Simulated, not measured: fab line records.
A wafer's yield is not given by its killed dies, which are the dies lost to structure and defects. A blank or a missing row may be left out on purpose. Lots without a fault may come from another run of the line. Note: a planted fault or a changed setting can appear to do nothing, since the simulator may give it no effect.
Lot-split experiment | flow n5 finfet | 39 wafers read across 7 lots, on a route 1938 steps long

THE SPLIT
At N5_SD_EPI_N_EPI_21 (deposits Si:P, time 690 s), the setting time s was moved away from the recipe's 690 s on 15 of the 39 wafers read, by -18.7% to +17.2%. This setting was run at the recipe's value on the other wafers.

FROM THE SPLIT TO THE READING: what the file shows between them, 7 steps
- N5_SD_EPI_N_EPI_MEAS_23
- N5_SD_EPI_P_EPI_21: deposits SiGe:B, time 355 s (also split here: dopant conc cm3)
- N5_SD_EPI_P_HM_STRIP_48: strips SiNx in H3PO4, material SiNx, target depth 3 nm
- N5_SD_EPI_P_SRD_49: time 30 s
- N5_SD_EPI_P_PRECLEAN_24: cleans in O3/DIW, time 45 s
- N5_SD_ACTIVATION_RTA_00: time 0 s
- N5_SD_ACTIVATION_LSA_01: time 0.0008 s

THE READING
At N5_SD_ACTIVATION_RS_MEAS_03, a four-point-probe measurement gives RS_SD_N in ohm/sq. On this fab line, fault-free wafers typically give 21.88 ohm/sq with a standard deviation of 0.26 ohm/sq.

wafer  | tool, chamber at the split | time s as run, s | against the recipe | RS_SD_N, ohm/sq | against lot-mates on the recipe
L074.1 | epi rpcvd-03, 0            | 779.6            | +13.0%             | 20.63           | -1.58
L074.2 | epi rpcvd-03, 0            | 690              | recipe             | 22.23           | -
L074.3 | epi rpcvd-03, 0            | 690              | recipe             | 22.16           | -
L074.4 | epi rpcvd-03, 0            | 690              | recipe             | 22.23           | -
L074.5 | epi rpcvd-03, 0            | 779.6            | +13.0%             | 20.44           | -1.77
L074.6 | epi rpcvd-03, 0            | 779.6            | +13.0%             | 20.41           | -1.80
L075.1 | epi rpcvd-04, 0            | 690              | recipe             | 22.10           | -
L075.2 | epi rpcvd-04, 0            | 690              | recipe             | 22.11           | -
L075.3 | epi rpcvd-04, 0            | 690              | recipe             | 21.89           | -
L075.4 | epi rpcvd-04, 0            | 690              | recipe             | 22.01           | -
L075.5 | epi rpcvd-04, 0            | 690              | recipe             | 22.09           | -
L075.6 | epi rpcvd-04, 0            | 690              | recipe             | 22.12           | -
L083.1 | epi rpcvd-03, 0            | 561              | -18.7%             | 25.38           | +3.62
L083.2 | epi rpcvd-03, 0            | 690              | recipe             | 21.80           | -
L083.3 | epi rpcvd-03, 0            | 690              | recipe             | 21.64           | -
L083.4 | epi rpcvd-03, 0            | 561              | -18.7%             | 24.79           | +3.03
L083.5 | epi rpcvd-03, 0            | 690              | recipe             | 21.85           | -
L083.6 | epi rpcvd-03, 0            | 561              | -18.7%             | 24.95           | +3.19
L084.1 | epi rpcvd-04, 0            | 690              | recipe             | 21.99           | -
L084.2 | epi rpcvd-04, 0            | 690              | recipe             | 21.70           | -
L084.3 | epi rpcvd-04, 0            | 808.7            | +17.2%             | 19.65           | -2.27
L084.4 | epi rpcvd-04, 0            | 808.7            | +17.2%             | 19.81           | -2.11
L084.5 | epi rpcvd-04, 0            | 808.7            | +17.2%             | 19.74           | -2.18
L084.6 | epi rpcvd-04, 0            | 690              | recipe             | 22.06           | -
L089.1 | epi rpcvd-02, 0            | 743.1            | +7.7%              | 20.74           | -0.99
L089.2 | epi rpcvd-02, 0            | 690              | recipe             | 21.70           | -
L089.3 | epi rpcvd-02, 0            | 690              | recipe             | 22.00           | -
L089.4 | epi rpcvd-02, 0            | 743.1            | +7.7%              | 20.97           | -0.76
L089.5 | epi rpcvd-02, 0            | 690              | recipe             | 21.49           | -
L089.6 | epi rpcvd-02, 0            | 743.1            | +7.7%              | 20.68           | -1.05
L093.1 | epi rpcvd-02, 0            | 690              | recipe             | 21.38           | -
L093.2 | epi rpcvd-02, 0            | 690              | recipe             | 21.83           | -
L093.5 | epi rpcvd-02, 0            | 690              | recipe             | 22.01           | -
L094.1 | epi rpcvd-04, 0            | 690              | recipe             | 21.63           | -
L094.2 | epi rpcvd-04, 0            | 690              | recipe             | 21.57           | -
L094.3 | epi rpcvd-04, 0            | 575.4            | -16.6%             | 24.43           | +2.88
L094.4 | epi rpcvd-04, 0            | 575.4            | -16.6%             | 23.77           | +2.22
L094.5 | epi rpcvd-04, 0            | 575.4            | -16.6%             | 23.95           | +2.40
L094.6 | epi rpcvd-04, 0            | 690              | recipe             | 21.46           | -

FIT RESULTS
A straight line over all 39 wafers: RS_SD_N changes by -0.138 ohm/sq for each +1% of time s; r = -0.97; the points scatter about the line by 0.31 ohm/sq.
The same after taking each lot's own level away (the mean of its wafers on the recipe; 39 wafers): -0.148 ohm/sq for each +1%; r = -0.99; scatter 0.23 ohm/sq.
On that fit, the largest move of time s shifts the reading by 2.8 ohm/sq.
The lots' own levels span 21.553 to 22.207 ohm/sq, that is 2.5 times the standard deviation above.
So the lot-to-lot level changes the slope little: the two slopes agree.
Check: +2.76 ohm/sq against its lot-mates is what the line predicts for one of the wafers moved furthest among these (-18.7%) when that wafer is left out of the fit. Against them it came out at +3.62 ohm/sq.

FURTHER SPLITS ON THESE WAFERS
These wafers also went through other splits before the reading. Each is held against what the fit with the lots' levels taken away leaves over:
other split on the same wafers     | wafers away from the commonest value | r with RS_SD_N (lot level and that fit taken away)
N5_SD_EPI_P_EPI_21 dopant conc cm3 | 15                                   | -0.02

THE WHOLE CHAIN: every reading that the file lists as answering this split, in the file's order
step                        | what it does                                           | reading                                                                         | change (the file's fit)               | r (the file's)
N5_SD_EPI_N_EPI_21          | deposits Si:P, time 690 s                              | Si-P_of_SD_EPI_N_EPI_21.thk nm (the simulator's own value, which no gauge read) | +0.389 nm for each +1% of the setting | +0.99
N5_SD_EPI_N_EPI_MEAS_23     |                                                        | thk nm                                                                          | withheld for each +1% of the setting  | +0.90
N5_SD_EPI_P_HM_STRIP_48     | strips SiNx in H3PO4, material SiNx, target depth 3 nm | Si-P_of_SD_EPI_N_EPI_21.thk nm (the simulator's own value, which no gauge read) | +0.383 nm for each +1% of the setting | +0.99
N5_SD_ACTIVATION_RS_MEAS_03 | measures by four-point-probe                           | RS_SD_N                                                                         | -0.148 for each +1% of the setting    | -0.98

THE FILE'S OWN FIT
RS_SD_N changes by -0.148 ohm/sq for each +1% of time s, r = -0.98.
